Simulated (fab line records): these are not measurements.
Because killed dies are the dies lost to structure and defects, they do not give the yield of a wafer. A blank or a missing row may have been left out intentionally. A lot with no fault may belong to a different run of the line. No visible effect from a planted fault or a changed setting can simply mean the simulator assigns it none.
The tool behind it: which one? | flow nandHarc | 39 wafers from 13 lots sampled at 6 of the route's 1302 steps

== WHAT EACH GAUGE READ, for each wafer ==
NHARC_P_M2_CD_MEAS_16. Usual: 169.5 nm for cdNm, sd 1.
lot  | measured     | on       | cdNm (nm)         | flag
L657 | day 6 19:01  | cdSem-03 | 169.0 169.5 167.9 | 
L658 | day 7 03:38  | cdSem-01 | 169.9 168.7 171.5 | 
L660 | day 8 03:46  | cdSem-02 | 168.7 170.0 169.2 | 
L659 | day 8 04:29  | cdSem-03 | 169.4 171.5 169.7 | 
L661 | day 8 19:41  | cdSem-03 | 167.1 170.1 167.9 | 
L668 | day 11 04:57 | cdSem-01 | 166.9 168.9 167.9 | 
L669 | day 11 15:04 | cdSem-02 | 171.2 169.4 170.2 | 
L670 | day 12 15:48 | cdSem-01 | 170.5 171.4 171.4 | 
L671 | day 12 20:37 | cdSem-03 | 169.9 171.3 169.0 | 
L672 | day 12 23:16 | cdSem-01 | 169.3 169.0 171.1 | 
L673 | day 13 19:08 | cdSem-01 | 168.6 169.2 167.8 | 
L676 | day 15 02:28 | cdSem-03 | 169.6 168.0 169.4 | 
L677 | day 15 02:43 | cdSem-03 | 169.1 169.4 168.1 | 

NHARC_P_M2_THK_MEAS_24: measures by xrf. Usual: 144.4 nm for thkNm, sd 1.8.
lot  | measured     | on           | thkNm (nm)                    | flag
L657 | day 6 21:07  | filmMetro-02 | 144.1 145.4 143.7             | 
L658 | day 7 05:44  | filmMetro-01 | 145.6 144.6 144.3             | 
L660 | day 8 06:20  | filmMetro-02 | 139.8 145.5 143.3             | 
L659 | day 8 06:40  | filmMetro-02 | 32.0 28.7 29.2 30.9 30.4 28.9 | OFF
L661 | day 8 21:47  | filmMetro-02 | 30.6 29.5 29.9 28.8 29.9 30.0 | OFF
L668 | day 11 07:20 | filmMetro-01 | 144.9 146.4 144.8             | 
L669 | day 11 17:11 | filmMetro-01 | 142.5 145.2 145.4             | 
L670 | day 12 17:55 | filmMetro-02 | 143.2 144.7 145.5             | 
L671 | day 12 22:53 | filmMetro-02 | 143.6 146.9 143.4             | 
L672 | day 13 01:23 | filmMetro-01 | 144.0 144.2 144.5             | 
L673 | day 13 21:14 | filmMetro-01 | 142.8 143.9 144.9             | 
L676 | day 15 04:38 | filmMetro-02 | 144.7 147.4 146.4             | 
L677 | day 15 04:56 | filmMetro-01 | 143.9 143.8 143.9             | 

NHARC_P_BONDPAD_THK_MEAS_33: measures by ellipsometry. Usual: 199.9 nm for thkNm, sd 1.7.
lot  | measured     | on           | thkNm (nm)        | flag
L657 | day 6 23:21  | filmMetro-02 | 199.5 199.0 198.0 | 
L658 | day 7 07:05  | filmMetro-02 | 200.8 197.9 201.9 | 
L660 | day 8 07:43  | filmMetro-01 | 202.8 200.2 200.0 | 
L668 | day 11 08:42 | filmMetro-01 | 199.9 200.7 201.9 | 
L669 | day 11 18:34 | filmMetro-01 | 198.7 199.0 198.3 | 
L670 | day 12 19:18 | filmMetro-02 | 203.9 204.5 205.3 | 
L671 | day 13 00:16 | filmMetro-01 | 198.6 200.6 197.9 | 
L672 | day 13 02:54 | filmMetro-02 | 199.0 199.0 198.9 | 
L673 | day 13 22:37 | filmMetro-01 | 199.0 200.5 199.2 | 
L676 | day 15 05:59 | filmMetro-02 | 200.5 199.2 198.9 | 
L677 | day 15 06:30 | filmMetro-02 | 197.9 198.9 202.1 | 

== TOOL THAT RAN EACH LOT (tool first, then ch and the chambers of the sampled wafers, then the start) ==
lot  | NHARC_P_M2_DEGAS_29         | NHARC_P_M2_ECD_22             | NHARC_P_M2_CMP_23
L657 | pvdSputter-01, day 6 19:43  | ecdCu-01 ch 0,1, day 6 20:08  | cmp-02 ch 1,3, day 6 20:49
L658 | pvdSputter-03, day 7 04:20  | ecdCu-02 ch 0,1, day 7 04:42  | cmp-02 ch 0,2,3, day 7 05:30
L660 | pvdSputter-02, day 8 04:57  | ecdCu-02 ch 0,1, day 8 05:22  | cmp-04 ch 1,2,3, day 8 06:04
L659 | pvdSputter-01, day 8 05:13  | ecdCu-02 ch 0,1, day 8 05:37  | cmp-03 ch 0,3, day 8 06:23
L661 | pvdSputter-02, day 8 20:23  | ecdCu-01 ch 0,1, day 8 20:48  | cmp-04 ch 0,2, day 8 21:30
L668 | pvdSputter-03, day 11 05:40 | ecdCu-01 ch 0,1, day 11 06:16 | cmp-02 ch 1,2, day 11 07:02
L669 | pvdSputter-03, day 11 15:47 | ecdCu-01 ch 0,1, day 11 16:08 | cmp-04 ch 0,1,3, day 11 16:52
L670 | pvdSputter-02, day 12 16:31 | ecdCu-02 ch 0,1, day 12 16:53 | cmp-04 ch 0,2,3, day 12 17:38
L671 | pvdSputter-01, day 12 21:22 | ecdCu-02 ch 0,1, day 12 21:52 | cmp-03 ch 0,1,3, day 12 22:35
L672 | pvdSputter-01, day 12 23:59 | ecdCu-01 ch 0,1, day 13 00:20 | cmp-02 ch 0,1,2, day 13 01:04
L673 | pvdSputter-03, day 13 19:50 | ecdCu-01 ch 0,1, day 13 20:13 | cmp-02 ch 2,3, day 13 20:55
L676 | pvdSputter-02, day 15 03:14 | ecdCu-02 ch 0, day 15 03:39   | cmp-04 ch 0,2, day 15 04:19
L677 | pvdSputter-03, day 15 03:26 | ecdCu-02 ch 0,1, day 15 03:54 | cmp-03 ch 0,1,2, day 15 04:39
- NHARC_P_M2_DEGAS_29: time 60 s.
- NHARC_P_M2_ECD_22: material Cu, target thk 400 nm.
- NHARC_P_M2_CMP_23: polishes, t overpolish 20 s, target thk 144.3 nm.

== WHAT THE TOOLS THEMSELVES READ (means of the sampled wafers that have a number; where no wafer has one, the mark that the record gives instead) ==
NHARC_P_M2_DEGAS_29. Usual: 323 W for heaterPowerW, sd 21.
lot  | tool          | heaterPowerW (W) | flag
L657 | pvdSputter-01 | 334              | 
L658 | pvdSputter-03 | 329              | 
L660 | pvdSputter-02 | 314              | 
L659 | pvdSputter-01 | 341              | 
L661 | pvdSputter-02 | 303              | 
L668 | pvdSputter-03 | 320              | 
L669 | pvdSputter-03 | 330              | 
L670 | pvdSputter-02 | 294              | 
L671 | pvdSputter-01 | 315              | 
L672 | pvdSputter-01 | 339              | 
L673 | pvdSputter-03 | 323              | 
L676 | pvdSputter-02 | 303              | 
L677 | pvdSputter-03 | 327              | 

NHARC_P_M2_ECD_22. Usual: bathHeatDutyPct 6.6 %, standard deviation 0.9; bathTempC 25.02 C, standard deviation 0.12.
lot  | tool     | bathHeatDutyPct (%) | bathTempC (C) | flag
L657 | ecdCu-01 | 7.3                 | 25.02         | 
L658 | ecdCu-02 | 6.5                 | 24.95         | 
L660 | ecdCu-02 | 5.7                 | 24.98         | 
L659 | ecdCu-02 | -                   | -             | OFF
L661 | ecdCu-01 | -                   | -             | OFF
L668 | ecdCu-01 | 6.9                 | 24.97         | 
L669 | ecdCu-01 | 6.7                 | 25.05         | 
L670 | ecdCu-02 | 6.3                 | 25.09         | 
L671 | ecdCu-02 | 5.7                 | 24.97         | 
L672 | ecdCu-01 | 7.0                 | 24.98         | 
L673 | ecdCu-01 | 7.2                 | 24.93         | 
L676 | ecdCu-02 | 6.5                 | 25.00         | 
L677 | ecdCu-02 | 5.8                 | 25.07         | 

NHARC_P_M2_CMP_23. Usual: motorCurrentA 11.9 A, standard deviation 1.2; slurryFlowMlMin 150.0, standard deviation 0.5; timeToEndpointS 29 s, standard deviation 3.2.
lot  | tool   | motorCurrentA (A) | slurryFlowMlMin | timeToEndpointS (s) | flag
L657 | cmp-02 | 11.8              | 150.2           | 27                  | 
L658 | cmp-02 | 10.5              | 149.8           | 29                  | 
L660 | cmp-04 | 11.7              | 150.4           | 27                  | 
L659 | cmp-03 | 13.3              | 150.3           | 1                   | OFF
L661 | cmp-04 | 12.5              | 150.2           | 1                   | OFF
L668 | cmp-02 | 13.3              | 149.8           | 30                  | 
L669 | cmp-04 | 11.8              | 149.8           | 32                  | 
L670 | cmp-04 | 11.9              | 150.0           | 32                  | 
L671 | cmp-03 | 12.2              | 150.3           | 28                  | 
L672 | cmp-02 | 11.7              | 150.3           | 32                  | 
L673 | cmp-02 | 11.5              | 150.2           | 28                  | 
L676 | cmp-04 | 12.2              | 150.1           | 30                  | 
L677 | cmp-03 | 11.5              | 149.8           | 31                  | 

== THE ANSWER, worked out from the rows above alone ==
Rule: take the mean of a lot's wafers that have a number; if it is more than 3 standard deviations from the usual mean, the lot is off. Also off: a lot with no number at a reading for which 4 or more lots have one. The other lots that the step has rows for count as sound. Order of review: gauges by route order, followed by the tools' own readings, for which a lot's mean as printed above is used. At the first step where some lot is off, the reading lying furthest off is the one used; lots without a number count as furthest.
Off at NHARC_P_M2_THK_MEAS_24 (thkNm): L659, L661.
A tool fits if, at a process step before that reading, it ran every lot that is off, and no sound lot after the first of them. The gauges at NHARC_P_M2_THK_MEAS_24 aren't tried: what is off there is off at NHARC_P_M2_ECD_22 too, on other tools, and a gauge's error can't cause that. Of those tried, none fits.

== WHAT THE SIMULATOR HAD PUT IN ==
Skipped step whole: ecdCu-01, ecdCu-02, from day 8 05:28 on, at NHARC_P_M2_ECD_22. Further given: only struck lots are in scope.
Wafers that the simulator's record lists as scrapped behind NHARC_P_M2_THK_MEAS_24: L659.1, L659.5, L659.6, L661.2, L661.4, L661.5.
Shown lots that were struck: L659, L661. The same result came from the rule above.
